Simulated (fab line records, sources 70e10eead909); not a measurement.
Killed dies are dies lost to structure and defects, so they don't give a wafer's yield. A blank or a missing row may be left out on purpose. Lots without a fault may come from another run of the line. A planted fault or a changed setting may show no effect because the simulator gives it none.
A struck lot beside a sound one | flow nand_harc | 14 steps out of a route of 1302
Sound: wafers L552.2, L552.4, L552.5. Struck: wafers L553.1, L553.5, L553.6. The cause comes at the end.
At each step with rows: each side's tool, then ch and its chambers, then its first start. Under that, the readings that differ: sound wafers | struck wafers | difference of the means | sigmas: that difference in standard deviations of wafers without a fault.
alike: readings whose means differ by less than 2 such deviations, and words and numbers that are the same on both sides. not compared: withheld readings, readings that some wafer has no value for, bounds like >300 that may hide the same value, and numbers for which the record gives no deviation and whose values overlap.
The two part at a step that has a row with sigmas, a row that says differs or no value, or rows on one side only. Numbers that don't overlap but have no deviation are shown without sigmas and don't part them. A reading that every wafer of one side lacks parts them only if that side has two wafers or more.

NHARC_A_ZERO_WELL_INSPECT_17:
  sound on defect_inspect-02, day 7 04:43; struck on defect_inspect-01, day 7 13:36
  alike: raw_defect_count
then, 3 steps without rows for these wafers: NHARC_A_SOURCE_PLATE_PRECLEAN_00 (cleans in HF-LAST, time 60 s); NHARC_A_SOURCE_PLATE_SRD_01; NHARC_A_SOURCE_PLATE_OXIDE_02 (material SiO2, target thk 10 nm, ox time 1362 s).
NHARC_A_SOURCE_PLATE_THK_MEAS_09: measures by ellipsometry.
  sound on film_metro-02, day 7 13:59; struck on film_metro-02, day 7 23:17
  alike: thk_nm
then, 3 steps without rows for these wafers: NHARC_A_SOURCE_PLATE_PVD_04 (deposits WSi2, target thk 50 nm); NHARC_A_SOURCE_PLATE_CVD_03 (deposits poly-Si, target thk 200 nm, time 4000 s); NHARC_A_SOURCE_PLATE_ANNEAL_05 (time 1800 s).
NHARC_A_SOURCE_PLATE_THK_MEAS_06: measures by ellipsometry.
  sound on film_metro-01, day 8 02:49; struck on film_metro-02, day 8 12:05
  alike: thk_nm
NHARC_A_SOURCE_PLATE_INSPECT_08:
  sound on defect_inspect-02, day 8 02:55; struck on defect_inspect-01, day 8 12:10
  alike: raw_defect_count
NHARC_A_ONON_D1_DEP_00: target thk 1000 nm.
  sound on pecvd_onon-01 ch 0, day 8 03:03; struck on pecvd_onon-01 ch 0, day 8 12:13
  alike: susceptor_temp_C
NHARC_A_ONON_D1_THK_MEAS_02: measures by ellipsometry.
  sound on film_metro-02, day 8 03:30; struck on film_metro-01, day 8 12:44
  reading     | sound       | struck      | difference | sigmas
  thk_nm (nm) | 970 969 969 | 614 614 614 | -355       | -37
then, 1 step without rows for these wafers: NHARC_A_ONON_D1_DEP_03 (target thk 1000 nm).
-- the record jumps here: 17 days lie between the struck wafers' starts before and after (it left off in module A_ONON_D1 and takes up again in module END, whose first step shown is number 1302 of the route) --
NHARC_END_SORT_01:
  the record has rows for the struck wafers here (prober-02 ch 0, day 25 08:40) and none for the sound ones

WHERE THEY PART
First at NHARC_A_ONON_D1_THK_MEAS_02; last, within this record, at NHARC_END_SORT_01.

WHY: what the simulator had put in
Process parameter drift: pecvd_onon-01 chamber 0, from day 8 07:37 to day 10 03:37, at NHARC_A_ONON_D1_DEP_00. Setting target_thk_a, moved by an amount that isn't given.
